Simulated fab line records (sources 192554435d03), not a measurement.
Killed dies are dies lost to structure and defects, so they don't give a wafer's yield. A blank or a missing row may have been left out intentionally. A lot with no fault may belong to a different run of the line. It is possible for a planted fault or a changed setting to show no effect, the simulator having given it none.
fab line records    flow n5Finfet
record lots=12  wafers=33  lastDay=18
route steps=1938 shown BEOL_M5@1181 PASS1_DEP@1831 MIM_BOT_LITHO@1862 MIM_BOT_ETCH@1869 PASSIVATION@1936
lots untouched by any fault: they come from a run of this same line in which no faults occurred
startH: hours from the record's first day to the start of the lot's first wafer shown    waitH: hours elapsed since this lot's preceding step    " unchanged from the row above    L1.1+2: several wafers, shown together as one row    - no value, or no start given    * or withheld: withheld    < > ~ a bound
route shown NAME@n: a module of which the file shows steps, and the number in the route of the first    usual: the fault-free wafers' mean and standard deviation    same: alike in all rows    chamber/n: place in a boat    sites: readings site by site    _std_site: standard deviation across them    _edge_site: the outer-site mean with the inner-site mean subtracted    radiusMm: for every site, how far away it sits from the centre of the wafer    mask NAME#n: copy n    behind: the last tool/chamber to shape the wafer    hold: what put the lot on hold/how long, in hours/how the hold closed    device: names the non-switching transistor (n, p or np)    end of line: the same wafers' tests at the end of the route    step lacking rows: just its recipe    killed: the dies lost at the first sort to structure and to defects; this is not the yield of the wafer    map: a wafer's dies, marking killed ones x, the rest . and places with no die _
set.NAME: the setting that was run; set.NAME@STEP: the one run at that earlier step    model.NAME: the simulator's own value behind a step, which no gauge read
steps of the route over a sample of lots; a table a step, a row a wafer
services: a tool's chamber out of use, with start hour (startH, from the record's first day; less than 0 if before it), hours out, and reason
## steps
# step N5_BEOL_M5_SPUTTER_88
# recipe material=Cu  targetThkA=150  tempC=-20  chamberPressurePa=0.07  powerW=withheld  timeS=27.62
# usual throttleValvePct=30.8/0.93
lot.wafer  tool           chamber  startH  waitH  throttleValvePct
L856.3     pvdSputter-03  -        202.26  0.5    31.7
L856.4     "              -        "       "      30.7
L856.5     "              -        "       "      32.1
L858.1     pvdSputter-02  -        205.99  0.5    30.8
L858.2     "              -        "       "      32.5
L858.4     "              -        "       "      29.5
L860.2     pvdSputter-01  -        217.39  0.5    29.7
L860.3     "              -        "       "      29.7
L860.6     "              -        "       "      30.3
L862.2     pvdSputter-02  -        218.45  0.5    30.5
L862.4     "              -        "       "      32.4
L862.5     "              -        "       "      30.7
L863.2     pvdSputter-03  -        227.77  0.5    30.3
L863.5     "              -        "       "      31.9
L863.6     "              -        "       "      30.8
L865.4     pvdSputter-03  -        241.54  0.5    31.2
L865.5     "              -        "       "      30.5
L865.6     "              -        "       "      31.8
L871.4     pvdSputter-01  -        272.87  0.5    29.8
L871.5     "              -        "       "      30.0
L871.6     "              -        "       "      29.7
L873.1     pvdSputter-02  -        281.04  0.5    29.5
L873.3     "              -        "       "      30.6
L873.6     "              -        "       "      31.1
L872.1     pvdSputter-02  -        287.26  0.5    29.7
L872.2     "              -        "       "      32.3
L875.4     pvdSputter-02  -        293.25  0.5    30.5
L875.6     "              -        "       "      31.7
L879.2     pvdSputter-01  -        329.92  0.5    30.3
L879.3     "              -        "       "      29.4
L879.5     "              -        "       "      29.7
L878.4     pvdSputter-02  -        331.52  0.5    30.6
L878.6     "              -        "       "      29.5
# step N5_PASSIVATION_PECVD_00
# recipe material=SiO2  targetThkA=2000  tempC=400  precursor=SiH4/N2O  pressureTorr=2.7  rfW=608  timeS=11.2
# usual heaterPowerW=634/75  showerheadPlenumPTorr=8.20/0.075  throttleValvePct=50.5/3
lot.wafer  tool      chamber  startH  waitH  heaterPowerW  showerheadPlenumPTorr  throttleValvePct
L856.3     pecvd-04  2        288.55  0.5    625           8.22                   45.7
L856.4     "         0        "       "      766           8.16                   53.6
L856.5     "         0        "       "      780           8.16                   53.7
L858.1     pecvd-03  1        291.89  0.8    682           8.29                   52.3
L858.2     "         0        "       "      594           8.25                   52.7
L858.4     "         1        "       "      704           8.35                   52.5
L860.2     pecvd-02  0        302.10  0.7    680           8.11                   51.0
L860.3     "         1        "       "      631           8.23                   53.7
L860.6     "         0        "       "      520           8.10                   50.9
L862.2     pecvd-02  0        315.52  0.7    607           8.10                   50.7
L862.4     "         1        "       "      543           8.26                   53.8
L862.5     "         2        "       "      581           8.17                   45.7
L863.2     pecvd-04  1        322.32  0.7    669           8.33                   51.0
L863.5     "         0        "       "      672           8.18                   53.6
L863.6     "         2        "       "      568           8.20                   46.1
L865.4     pecvd-02  1        334.57  0.4    527           8.25                   54.1
L865.5     "         0        "       "      649           8.09                   50.8
L865.6     "         2        "       "      502           8.15                   45.9
L871.4     pecvd-02  2        351.31  0.4    574           8.16                   46.2
L871.5     "         1        "       "      643           8.28                   53.8
L871.6     "         0        "       "      656           8.12                   50.7
L873.1     pecvd-04  0        365.82  0.8    781           8.17                   53.7
L873.3     "         2        "       "      602           8.22                   46.5
L873.6     "         1        "       "      705           8.34                   50.9
L872.1     pecvd-02  2        370.33  0.8    646           8.12                   46.1
L872.2     "         1        "       "      591           8.26                   53.5
L875.4     pecvd-02  0        372.90  0.4    634           8.09                   51.3
L875.6     "         2        "       "      580           8.15                   46.3
L879.2     pecvd-04  2        404.43  0.7    606           8.21                   46.5
L879.3     "         0        "       "      780           8.18                   53.4
L879.5     "         0        "       "      777           8.17                   53.5
L878.4     pecvd-02  1        409.52  0.4    530           8.28                   53.7
L878.6     "         0        "       "      559           8.11                   51.0
# step N5_MIM_BOT_LITHO_CD_MEAS_08
# recipe targetCdNm=3000  landingEnergyEv=500  detector=seInlens  polarity=opening
# usual cdNm=2999.8/1.9
lot.wafer  tool      chamber  startH  waitH  cdNm
L856.3     cdSem-02  0        293.90  -      3002.0
L856.4     "         0        "       "      3001.9
L856.5     "         0        "       "      3001.3
L858.1     cdSem-03  0        295.33  -      2997.4
L858.2     "         0        "       "      2996.6
L858.4     "         0        "       "      2995.5
L860.2     cdSem-02  0        304.57  -      2999.4
L860.3     "         0        "       "      2998.0
L860.6     "         0        "       "      2997.1
L862.2     cdSem-02  0        319.97  -      3002.2
L862.4     "         0        "       "      2999.8
L862.5     "         0        "       "      3000.0
L863.2     cdSem-03  0        327.60  -      3000.3
L863.5     "         0        "       "      3001.2
L863.6     "         0        "       "      3001.4
L865.4     cdSem-01  0        338.44  -      2998.9
L865.5     "         0        "       "      3001.0
L865.6     "         0        "       "      2998.2
L871.4     cdSem-03  0        357.68  -      3001.2
L871.5     "         0        "       "      3001.1
L871.6     "         0        "       "      3002.7
L873.1     cdSem-03  0        369.17  -      3000.8
L873.3     "         0        "       "      3000.5
L873.6     "         0        "       "      3001.7
L872.1     cdSem-03  0        375.11  -      2997.0
L872.2     "         0        "       "      2997.9
L875.4     cdSem-01  0        376.47  -      3001.0
L875.6     "         0        "       "      2997.6
L879.2     cdSem-02  0        407.73  -      2999.6
L879.3     "         0        "       "      2999.8
L879.5     "         0        "       "      2999.1
L878.4     cdSem-01  0        412.44  -      3001.3
L878.6     "         0        "       "      2999.3
# step N5_MIM_BOT_ETCH_STRIP_01
# recipe chemistry=O2  powerW=600  tempC=60  pressureMtorr=30  rfFrequencyHz=6e+07  biasPowerW=0  overashFraction=0.5  o2FlowSccm=225
# usual drypumpMotorCurrentA=5.5/0.42  oesProductAu=0.82/0.075  rfVppV=3.6/1.2  showerheadPlenumPTorr=2.14/0.057  throttleValvePct=16.67/0.17
lot.wafer  tool        chamber  startH  waitH  drypumpMotorCurrentA  oesProductAu  rfHoursCounterH  rfVppV  showerheadPlenumPTorr  throttleValvePct
L856.3     rieDiel-01  0        294.48  0.1    5.4                   0.78          107              6.6     2.14                   16.70
L856.4     "           3        "       "      5.6                   0.97          2                3.3     2.16                   16.60
L856.5     "           0        "       "      5.4                   0.81          -                4.3     2.13                   16.67
L858.1     rieDiel-06  2        295.87  0.2    5.3                   0.82          94               2.7     2.21                   16.54
L858.2     "           0        "       "      5.3                   0.72          203              4.0     2.08                   16.91
L858.4     "           2        "       "      5.3                   0.80          -                5.0     2.21                   16.60
L860.2     rieDiel-06  2        305.16  0.2    5.3                   0.80          100              1.7     2.20                   16.54
L860.3     "           3        "       "      5.1                   0.88          -                3.7     2.15                   16.62
L860.6     "           2        "       "      5.3                   0.79          -                3.4     2.20                   16.58
L862.2     rieDiel-06  1        320.91  0.1    6.1                   1.00          4                3.1     2.22                   16.32
L862.4     "           0        "       "      5.3                   0.72          209              5.6     2.08                   16.92
L862.5     "           2        "       "      5.3                   0.79          -                2.2     2.20                   16.58
L863.2     rieDiel-06  0        328.07  0.1    5.3                   0.72          212              2.4     2.08                   16.93
L863.5     "           1        "       "      6.1                   0.95          -                1.7     2.22                   16.30
L863.6     "           0        "       "      5.3                   0.70          -                4.3     2.08                   16.98
L865.4     rieDiel-06  3        339.00  0.1    5.1                   0.84          49               3.5     2.15                   16.69
L865.5     "           1        "       "      6.2                   0.94          -                1.5     2.22                   16.36
L865.6     "           2        "       "      5.3                   0.81          -                1.7     2.20                   16.61
L871.4     rieDiel-05  1        358.17  0.1    5.9                   0.83          -                3.3     2.02                   16.68
L871.5     "           2        "       "      5.8                   0.80          -                4.2     2.03                   16.92
L871.6     "           3        "       "      6.3                   0.85          -                3.9     2.12                   16.44
L873.1     rieDiel-01  3        369.74  0.1    5.6                   0.88          31               2.9     2.15                   16.62
L873.3     "           0        "       "      5.4                   0.77          133              2.4     2.13                   16.76
L873.6     "           1        "       "      6.1                   0.76          -                4.2     2.10                   16.82
L872.1     rieDiel-06  1        375.59  0.1    6.1                   0.89          23               4.9     2.22                   16.34
L872.2     "           2        "       "      5.3                   0.77          125              4.5     2.19                   16.63
L875.4     rieDiel-06  3        376.94  0.1    5.1                   0.83          62               4.1     2.14                   16.72
L875.6     "           2        "       "      5.3                   0.77          -                4.7     2.19                   16.62
L879.2     rieDiel-01  3        408.39  0.1    5.6                   0.88          45               1.3     2.14                   16.65
L879.3     "           1        "       "      6.0                   0.75          165              3.7     2.09                   16.87
L879.5     "           2        "       "      4.9                   0.81          -                4.2     2.13                   16.69
L878.4     rieDiel-01  3        413.23  0.3    5.6                   0.87          46               2.5     2.14                   16.65
L878.6     "           3        "       "      5.6                   0.88          -                3.9     2.14                   16.66
# step N5_PASSIVATION_PROBE_49
# usual defectLimitedYield=91.3/1.5  killed_at_M0_to_M3=31/11  killed_at_M4_up=14/5.1  killedAtContacts=12/5.6  killedAtFrontEnd=42/12  killedAtOther=3.8/2.9  killedDies=103/18  killedOpen=67/14  killedShort=33/8  sort_bin_4_leakage=0.00/0.0073  sort_bin_5_function=5.1/1  sort_bin_6_memory=3.2/0.75  sortNPass=1077/18  sortYieldPct=91.3/1.5
# same grossDies=1180  killedAtBackSide=0  sort_bin_8_speed[%]=0
lot.wafer  tool       chamber  startH  waitH  defectLimitedYield[%]  killed_at_M0_to_M3  killed_at_M4_up  killedAtContacts  killedAtFrontEnd  killedAtOther  killedDies  killedOpen  killedShort  sort_bin_4_leakage[%]  sort_bin_5_function[%]  sort_bin_6_memory[%]  sortNPass  sortYieldPct[%]
L863.2     prober-01  -        339.47  0.1    86.9                   15                  66               11                58                4              154         70          22           0                      7.5                     4.0                   1026       86.9
L863.5     prober-01  -        339.62  0.2    83.9                   14                  127              8                 35                6              190         48          27           0                      10.7                    4.2                   990        83.9
L863.6     prober-01  -        339.67  0.3    85.2                   20                  103              7                 42                3              175         60          26           0                      8.8                     4.2                   1005       85.2
L865.4     prober-02  -        349.86  2.6    89.4                   8                   61               7                 43                6              125         45          29           0                      6.6                     3.4                   1055       89.4
L865.5     prober-02  -        349.91  2.6    86.9                   14                  89               4                 37                10             154         55          27           0                      8.0                     3.6                   1026       86.9
L865.6     prober-02  -        349.96  2.7    85.2                   13                  112              9                 38                3              175         48          27           0                      9.5                     3.6                   1005       85.2
L873.1     prober-02  -        380.43  0.0    92.9                   18                  10               7                 44                5              84          55          29           0                      3.7                     3.1                   1096       92.9
L873.3     prober-02  -        380.53  0.1    92.3                   43                  12               3                 28                5              91          54          33           0                      5.0                     1.9                   1089       92.3
L873.6     prober-02  -        380.68  0.3    90.8                   40                  13               12                41                2              108         68          39           0                      4.2                     4.4                   1072       90.8
# killed by level:class
L863.2 BEOL_M5:unspecified=54 FIN_SAQP:geometricParticle:open=15 MOL_CONTACT_COAG:geometricParticle:open=10 STI_FIN_REVEAL:geometricParticle:open=8 HKMG_FIN:areaEtch=8 GATE_CUT:geometricParticle:short=6 BEOL_M2:geometricParticle:open=6 FIN_SAQP:geometricParticle:short=5
L863.5 BEOL_M5:unspecified=115 FIN_SAQP:geometricParticle:short=10 DUMMY_GATE:geometricParticle:open=9 MOL_CONTACT_COAG:geometricParticle:open=6 BEOL_M5:geometricParticle:open=6 STI_FIN_REVEAL:geometricParticle:open=4 BEOL_M0_SAQP:geometricParticle:open=4 STARTING-WAFER:geometricParticle:open=4
L863.6 BEOL_M5:unspecified=88 FIN_SAQP:geometricParticle:open=14 FIN_SAQP:geometricParticle:short=12 BEOL_M1:geometricParticle:open=11 MOL_CONTACT_COAG:geometricParticle:open=7 BEOL_M4:geometricParticle:open=7 GATE_CUT:geometricParticle:open=6 GATE_CUT:geometricParticle:short=4
L865.4 BEOL_M5:unspecified=50 FIN_SAQP:geometricParticle:open=8 STI_FIN_REVEAL:geometricParticle:open=6 GATE_CUT:geometricParticle:short=6 MOL_CONTACT_COAG:geometricParticle:open=6 FIN_SAQP:geometricParticle:short=5 DUMMY_GATE:geometricParticle:short=4 DUMMY_GATE:geometricParticle:open=4
L865.5 BEOL_M5:unspecified=68 FIN_SAQP:geometricParticle:open=7 BEOL_M4:geometricParticle:open=7 FIN_SAQP:geometricParticle:short=6 DUMMY_GATE:geometricParticle:open=6 BEOL_M5:geometricParticle:open=6 GATE_CUT:geometricParticle:short=3 BEOL_M0_SAQP:geometricParticle:open=3
L865.6 BEOL_M5:unspecified=99 FIN_SAQP:geometricParticle:open=10 FIN_SAQP:geometricParticle:short=8 MOL_CONTACT_COAG:geometricParticle:open=8 DUMMY_GATE:geometricParticle:open=4 BEOL_M1:geometricParticle:open=4 BEOL_M4:geometricParticle:open=4 GATE_CUT:geometricParticle:short=3
L873.1 FIN_SAQP:geometricParticle:open=12 STI_FIN_REVEAL:geometricParticle:open=12 FIN_SAQP:geometricParticle:short=11 MOL_CONTACT_COAG:geometricParticle:open=5 BEOL_M0_SAQP:geometricParticle:short=4 BEOL_M1:geometricParticle:open=4 DUMMY_GATE:geometricParticle:open=3 BEOL_M3:geometricParticle:open=3
L873.3 BEOL_M3:geometricParticle:open=10 BEOL_M0_SAQP:geometricParticle:short=8 BEOL_M1:geometricParticle:open=7 FIN_SAQP:geometricParticle:short=6 BEOL_M2:geometricParticle:open=6 BEOL_M0_SAQP:geometricParticle:open=5 FIN_SAQP:geometricParticle:open=4 GATE_CUT:geometricParticle:open=4
L873.6 FIN_SAQP:geometricParticle:open=18 BEOL_M3:geometricParticle:open=10 MOL_CONTACT_COAG:geometricParticle:open=8 FIN_SAQP:geometricParticle:short=7 BEOL_M2:geometricParticle:open=5 STI_FIN_REVEAL:geometricParticle:open=4 DUMMY_GATE:geometricParticle:open=4 BEOL_M0:geometricParticle:open=4
## services
tool        chamber  startH  hours  kind
rieDiel-06  3        225.92  16.6   repair
pecvd-02    0        226.37  5.5    scheduledDown
pecvd-02    0        233.12  2.1    scheduledDown
rieDiel-01  3        263.49  2.6    repair
rieDiel-01  3        266.36  -      clean
rieDiel-01  3        266.36  -      consumableReplace:focusRing
rieDiel-06  1        287.58  -      clean
rieDiel-06  1        287.58  -      consumableReplace:focusRing
rieDiel-06  1        287.58  -      consumableReplace:showerhead
rieDiel-06  1        287.58  19.8   scheduledDown
rieDiel-06  1        287.58  19.8   ventCycle
pecvd-04    1        287.77  1.9    repair
rieDiel-05  -        290.15  2.6    repair
pecvd-04    2        296.36  2.1    scheduledDown
rieDiel-06  0        300.58  5.8    repair
pecvd-02    -        316.12  14.6   pm
pecvd-04    -        326.25  2.8    pm
pecvd-04    2        329.76  6.5    repair
pecvd-02    -        340.21  4.0    repair
rieDiel-06  -        348.84  2.8    pm
rieDiel-05  0        350.53  25.4   repair
pecvd-04    -        382.54  0.4    repair
pecvd-02    1        398.57  5.5    scheduledDown
rieDiel-05  0        403.52  2.4    repair
## key
firstSign step=N5_PASSIVATION_PROBE_49  reading=killed_at_M4_up  direction=up  sigmas=15  usual=14  struck=93
effect step=N5_PASSIVATION_PROBE_49  reading=killedDies  direction=up  sigmas=3.2  usual=103  struck=162
moreKillsBornAt N5_BEOL_M5_SPUTTER_88@pvdSputter-03=474
metAt N5_BEOL_M5_SPUTTER_88
struckLots L863,L865
notActingAt N5_PASSIVATION_PECVD_00,N5_MIM_BOT_LITHO_CD_MEAS_08,N5_MIM_BOT_ETCH_STRIP_01
onsetBetween 202.26 227.77
fault kind=chamberParticleSource  tool=pvdSputter-03  chamber=-  onsetH=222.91  steps=N5_BEOL_M5_SPUTTER_88  ratePerVisitCm2=0.55787  endH=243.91
